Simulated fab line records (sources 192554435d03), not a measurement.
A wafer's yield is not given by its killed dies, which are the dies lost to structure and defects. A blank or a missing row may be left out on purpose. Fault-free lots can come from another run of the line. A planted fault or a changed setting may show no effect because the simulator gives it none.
fab line records	flow n5_finfet
record: lots: 11	wafers: 32	last_day: 18
route steps=1938 shown BEOL_M2@906 BEOL_M4@1111
lots that met no fault: taken from a fault-free run of the same line
start_h: hours from the record's opening day to when the first of the lot's shown wafers began	wait_h: how many hours have passed since the lot's step before this one	" same as the row above	L1.1+2: a single row standing in for several wafers	- no value, or no start was given	* or withheld: withheld	< > ~ a bound
route shown NAME@n: names a module that has steps shown in the file, with the first one's number in the route	usual: the fault-free wafers' mean and standard deviation	same: alike in all rows	chamber/n: place in a boat	sites: readings site by site	_std_site: the standard deviation of these	_edge_site: mean of outer sites minus mean of inner sites	radius_mm: for every site, how far away it sits from the centre of the wafer	mask NAME#n: copy n	behind: the last tool/chamber to shape the wafer	hold: the reason the lot was held/the length of the hold in hours/how it ended	device: which transistor (n, p or np) failed to switch	end of line: tests of these same wafers at the route's end	for a step that has no rows: nothing shown but its recipe	killed: not the wafer's yield, but the dies lost to structure and defects at the first sort	map: shows each die of a wafer: x if killed, . if not, _ if none is there
set.NAME: the setting as run; set.NAME@STEP: as run at that earlier step	model.NAME: the simulator's own value behind a step, which no gauge read
route steps across a sampled set of lots; one table per step, one row per wafer
services: from which hour (start_h, from the record's first day; less than 0 if before it) a tool's chamber was out of use, for how many hours, and why
== steps ==
step: N5_BEOL_M2_SPUTTER_79
recipe: material: Cu	target_thk_a: 45	temp_c: -20	chamber_pressure_pa: 0.07	power_w: withheld	time_s: 8.29
usual: chamber_pressure_pa: 0.07/0.00015	chuck_sensor_temp_C: -15.8/0.38	throttle_valve_pct: 30.1/1.1
lot.wafer	tool	chamber	start_h	wait_h	chamber_pressure_pa	chuck_sensor_temp_C	throttle_valve_pct
L785.1	pvd_sputter-02	-	143.79	0.1	0.0702	-15.6	31.3
L785.2	"	-	"	"	0.07015	-15.6	30.7
L785.6	"	-	"	"	0.06995	-15.5	31.6
L788.1	pvd_sputter-03	-	168.49	0.1	0.06987	-15.3	32.3
L788.3	"	-	"	"	0.07019	-16.1	30.1
L788.6	"	-	"	"	0.0698	-16.1	29.9
L789.3	pvd_sputter-01	-	175.34	0.1	0.0698	-15.2	29.1
L789.4	"	-	"	"	0.0698	-15.7	28.6
L789.6	"	-	"	"	0.07005	-15.3	28.3
L793.2	pvd_sputter-01	-	195.78	0.1	0.07006	-16.5	30.2
L793.3	"	-	"	"	0.07014	-15.4	28.3
L793.5	"	-	"	"	0.07009	-15.4	29.6
L794.1	pvd_sputter-02	-	206.55	0.1	0.06982	-15.7	29.8
L794.3	"	-	"	"	0.06995	-15.7	31.3
L794.6	"	-	"	"	0.06991	-15.6	29.9
L795.3	pvd_sputter-01	-	213.67	0.1	0.06988	-16.6	30.3
L795.4	"	-	"	"	0.06985	-15.5	28.6
L795.6	"	-	"	"	0.06985	-15.5	28.5
L801.1	pvd_sputter-03	-	242.49	0.1	0.07009	-16.1	29.9
L801.3	"	-	"	"	0.07004	-16.1	30.2
L801.6	"	-	"	"	0.07018	-16.1	29.5
L804.1	pvd_sputter-01	-	273.91	0.1	0.07007	-15.3	29.7
L804.2	"	-	"	"	0.07001	-15.7	28.4
L804.6	"	-	"	"	0.07012	-16.5	30.4
L805.1	pvd_sputter-01	-	279.19	0.1	0.06995	-15.5	29.3
L805.3	"	-	"	"	0.07011	-16.7	30.2
L807.2	pvd_sputter-02	-	282.62	0.1	0.06991	-15.6	30.6
L807.4	"	-	"	"	0.07032	-15.7	29.9
L807.6	"	-	"	"	0.07009	-15.6	31.3
L806.1	pvd_sputter-01	-	282.73	0.1	0.07021	-15.6	28.6
L806.2	"	-	"	"	0.06978	-15.4	28.4
L806.3	"	-	"	"	0.07035	-15.2	29.6
step: N5_BEOL_M2_ANNEAL_93
recipe: temp_c: 400	time_s: 240	ambient: vacuum
usual: heater_power_w: 827/130
lot.wafer	tool	chamber	start_h	wait_h	heater_power_w
L785.1	pvd_sputter-02	-	144.97	0.0	1065
L785.2	"	-	"	"	612
L785.6	"	-	"	"	1046
L788.1	pvd_sputter-03	-	169.67	0.0	811
L788.3	"	-	"	"	802
L788.6	"	-	"	"	720
L789.3	pvd_sputter-01	-	176.52	0.0	873
L789.4	"	-	"	"	865
L789.6	"	-	"	"	808
L793.2	pvd_sputter-01	-	196.96	0.0	756
L793.3	"	-	"	"	821
L793.5	"	-	"	"	861
L794.1	pvd_sputter-02	-	207.73	0.0	842
L794.3	"	-	"	"	1061
L794.6	"	-	"	"	872
L795.3	pvd_sputter-01	-	214.85	0.0	765
L795.4	"	-	"	"	803
L795.6	"	-	"	"	786
L801.1	pvd_sputter-03	-	243.67	0.0	714
L801.3	"	-	"	"	786
L801.6	"	-	"	"	704
L804.1	pvd_sputter-01	-	275.09	0.0	862
L804.2	"	-	"	"	808
L804.6	"	-	"	"	750
L805.1	pvd_sputter-01	-	280.37	0.0	843
L805.3	"	-	"	"	720
L807.2	pvd_sputter-02	-	283.80	0.0	619
L807.4	"	-	"	"	841
L807.6	"	-	"	"	1081
L806.1	pvd_sputter-01	-	283.91	0.0	838
L806.2	"	-	"	"	805
L806.3	"	-	"	"	884
step: N5_BEOL_M2_PRE_CLEAN_60
recipe: gas: NH3/H2	time_s: 15	temp_c: *	rf_power_w: 300
usual: heater_power_outer_w: 20/9	heater_power_w: 84/17
lot.wafer	tool	chamber	start_h	wait_h	heater_power_outer_w	heater_power_w
L785.1	cvd_co-01	2	146.26	0.1	15	80
L785.2	"	1	"	"	19	80
L785.6	"	0	"	"	12	62
L788.1	cvd_co-01	0	170.86	0.0	12	62
L788.3	"	1	"	"	19	79
L788.6	"	0	"	"	12	63
L789.3	cvd_co-02	2	177.71	0.0	42	117
L789.4	"	2	"	"	42	117
L789.6	"	1	"	"	16	89
L793.2	cvd_co-01	2	198.14	0.0	16	79
L793.3	"	1	"	"	18	80
L793.5	"	0	"	"	12	62
L794.1	cvd_co-01	1	208.92	0.0	19	79
L794.3	"	2	"	"	16	82
L794.6	"	1	"	"	19	80
L795.3	cvd_co-02	0	216.46	0.0	28	101
L795.4	"	0	"	"	28	102
L795.6	"	1	"	"	17	89
L801.1	cvd_co-01	0	245.29	0.0	12	63
L801.3	"	2	"	"	16	80
L801.6	"	0	"	"	12	64
L804.1	cvd_co-02	1	276.37	0.0	17	87
L804.2	"	0	"	"	29	102
L804.6	"	2	"	"	43	120
L805.1	cvd_co-01	0	281.55	0.0	12	63
L805.3	"	1	"	"	19	81
L807.2	cvd_co-02	1	284.98	0.0	17	89
L807.4	"	0	"	"	29	104
L807.6	"	1	"	"	17	87
L806.1	cvd_co-01	0	285.10	0.0	12	65
L806.2	"	2	"	"	16	82
L806.3	"	1	"	"	19	79
step: N5_BEOL_M2_CO_CAP_55
recipe: material: Co	target_thk_a: 20	temp_c: 200	precursor: CCTBA/H2	pressure_torr: 30	time_s: 102.1
usual: chamber_pressure_Torr: 29.99/0.062	heater_power_outer_w: 122/12	heater_power_w: 234/21
lot.wafer	tool	chamber	start_h	wait_h	chamber_pressure_Torr	heater_power_outer_w	heater_power_w
L785.1	cvd_co-01	2	146.30	0.0	29.95	117	235
L785.2	"	1	"	"	30.04	120	230
L785.6	"	0	"	"	29.99	116	207
L788.1	cvd_co-01	0	170.92	0.0	30.13	113	210
L788.3	"	1	"	"	30.05	124	228
L788.6	"	0	"	"	30.05	108	207
L789.3	cvd_co-02	2	177.75	0.0	30.07	152	277
L789.4	"	2	"	"	30.06	152	275
L789.6	"	1	"	"	30.01	118	234
L793.2	cvd_co-01	2	198.18	0.0	-	-	-
L793.3	"	1	"	"	-	-	-
L793.5	"	0	"	"	-	-	-
L794.1	cvd_co-01	1	208.96	0.0	-	-	-
L794.3	"	2	"	"	-	-	-
L794.6	"	1	"	"	-	-	-
L795.3	cvd_co-02	0	216.50	0.0	-	-	-
L795.4	"	0	"	"	-	-	-
L795.6	"	1	"	"	-	-	-
L801.1	cvd_co-01	0	245.33	0.0	29.95	109	211
L801.3	"	2	"	"	30.00	119	233
L801.6	"	0	"	"	29.96	112	210
L804.1	cvd_co-02	1	276.41	0.0	30.06	118	240
L804.2	"	0	"	"	29.91	134	257
L804.6	"	2	"	"	30.01	152	283
L805.1	cvd_co-01	0	281.59	0.0	29.89	115	204
L805.3	"	1	"	"	30.08	121	229
L807.2	cvd_co-02	1	285.02	0.0	29.98	121	237
L807.4	"	0	"	"	30.10	135	253
L807.6	"	1	"	"	29.96	120	240
L806.1	cvd_co-01	0	285.14	0.0	30.18	112	206
L806.2	"	2	"	"	30.02	119	227
L806.3	"	1	"	"	29.92	119	231
step: N5_BEOL_M4_RC_MEAS_101
usual: DIBL_N: 36.5/1.8	DIBL_P: 36.5/2.1	IOFF_N: 0.17/0.031	IOFF_P: 0.22/0.036	ION_N: 677/11	ION_P: 463/8	SS_N: 71.6/0.61	SS_P: 73.3/0.63	VT_N: 249/3.1	VT_P: -250/3.3
lot.wafer	tool	chamber	start_h	wait_h	DIBL_N[mV/V]	DIBL_P[mV/V]	IOFF_N[nA/um]	IOFF_P[nA/um]	ION_N[uA/um]	ION_P[uA/um]	SS_N[mV/dec]	SS_P[mV/dec]	VT_N[mV]	VT_P[mV]
L785.1	prober-01	0	176.20	0.0	37.0	37.2	0.18	0.21	689	466	71.7	73.5	244	-254
L785.2	"	0	"	"	34.9	34.1	0.14	0.16	662	451	70.4	72.6	251	-255
L785.6	"	0	"	"	37.0	35.9	0.17	0.19	683	453	71.9	73.4	248	-254
L788.1	prober-01	0	189.47	0.0	37.0	36.2	0.16	0.20	671	458	71.6	73.5	247	-251
L788.3	"	0	"	"	38.6	39.5	0.19	0.25	691	474	71.3	74.3	247	-247
L788.6	"	0	"	"	36.6	36.2	0.15	0.20	676	469	70.8	73.4	249	-248
L789.3	prober-01	0	202.24	0.3	38.5	38.5	0.21	0.26	694	476	72.0	73.7	242	-245
L789.4	"	0	"	"	34.7	34.7	0.14	0.20	681	468	71.0	72.8	250	-248
L789.6	"	0	"	"	36.1	35.5	0.15	0.20	679	469	71.7	73.1	250	-249
L793.2	prober-01	0	219.91	0.2	35.8	36.4	0.17	0.23	672	466	71.5	73.6	248	-248
L793.3	"	0	"	"	34.3	34.1	0.15	0.21	671	465	70.8	72.8	246	-248
L793.5	"	0	"	"	36.0	36.2	0.17	0.24	672	467	71.8	74.1	248	-245
L794.1	prober-01	0	236.67	0.0	36.4	35.0	0.18	0.20	679	454	71.9	72.7	246	-252
L794.3	"	0	"	"	38.2	36.7	0.20	0.22	675	452	72.8	73.5	248	-250
L794.6	"	0	"	"	37.4	35.6	0.20	0.21	672	452	71.6	73.1	246	-252
L795.3	prober-02	0	243.60	0.3	35.7	35.2	0.16	0.19	669	458	71.8	72.9	249	-252
L795.4	"	0	"	"	35.7	35.7	0.16	0.20	676	461	71.6	73.1	248	-251
L795.6	"	0	"	"	38.2	37.1	0.19	0.22	681	461	71.7	73.4	249	-252
L801.1	prober-01	0	274.17	0.0	33.8	31.6	0.12	0.16	667	455	70.6	71.7	252	-252
L801.3	"	0	"	"	37.1	35.1	0.19	0.22	681	460	71.2	73.0	245	-246
L801.6	"	0	"	"	35.9	33.6	0.17	0.19	668	455	71.5	73.0	247	-251
L804.1	prober-01	0	306.24	0.0	35.3	37.2	0.15	0.20	679	467	70.5	73.8	250	-252
L804.2	"	0	"	"	34.3	35.6	0.13	0.18	677	464	71.4	73.4	251	-252
L804.6	"	0	"	"	34.7	36.1	0.14	0.19	675	465	71.3	73.8	250	-250
L805.1	prober-02	0	309.07	0.0	33.1	32.2	0.11	0.17	649	458	70.5	72.9	253	-252
L805.3	"	0	"	"	36.2	36.9	0.17	0.22	664	463	72.0	72.4	251	-249
L806.1	prober-02	0	312.77	0.0	36.9	37.0	0.17	0.25	673	465	71.8	73.1	247	-246
L806.2	"	0	"	"	38.9	39.9	0.21	0.29	687	476	72.7	73.8	247	-243
L806.3	"	0	"	"	35.3	35.8	0.16	0.22	683	472	71.2	72.8	250	-248
L807.2	prober-01	0	335.20	0.2	37.0	35.4	0.15	0.20	662	456	72.7	72.6	253	-251
L807.4	"	0	"	"	40.1	39.8	0.20	0.28	673	465	72.6	74.4	251	-245
L807.6	"	0	"	"	38.5	38.1	0.18	0.25	667	461	71.9	73.8	248	-247
== services ==
tool	chamber	start_h	hours	kind
cvd_co-01	-	140.05	0.7	repair
cvd_co-02	-	164.31	3.8	pm
cvd_co-01	2	168.85	11.0	repair
cvd_co-01	-	204.15	2.1	repair
cvd_co-02	-	206.61	6.0	pm
cvd_co-01	-	223.42	8.5	repair
== key ==
first_sign: step: N5_BEOL_M2_CO_CAP_55	reading: tool_record	direction: missing
effect none on later readings
met_at N5_BEOL_M2_CO_CAP_55
struck_lots L793,L794,L795
not_acting_at N5_BEOL_M2_SPUTTER_79,N5_BEOL_M2_ANNEAL_93,N5_BEOL_M2_PRE_CLEAN_60
onset_between 177.75 198.18
fault: kind: skipped_step_whole	tool: cvd_co-01,cvd_co-02	chamber: -	onset_h: 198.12	steps: N5_BEOL_M2_CO_CAP_55	scope: struck_lots_only
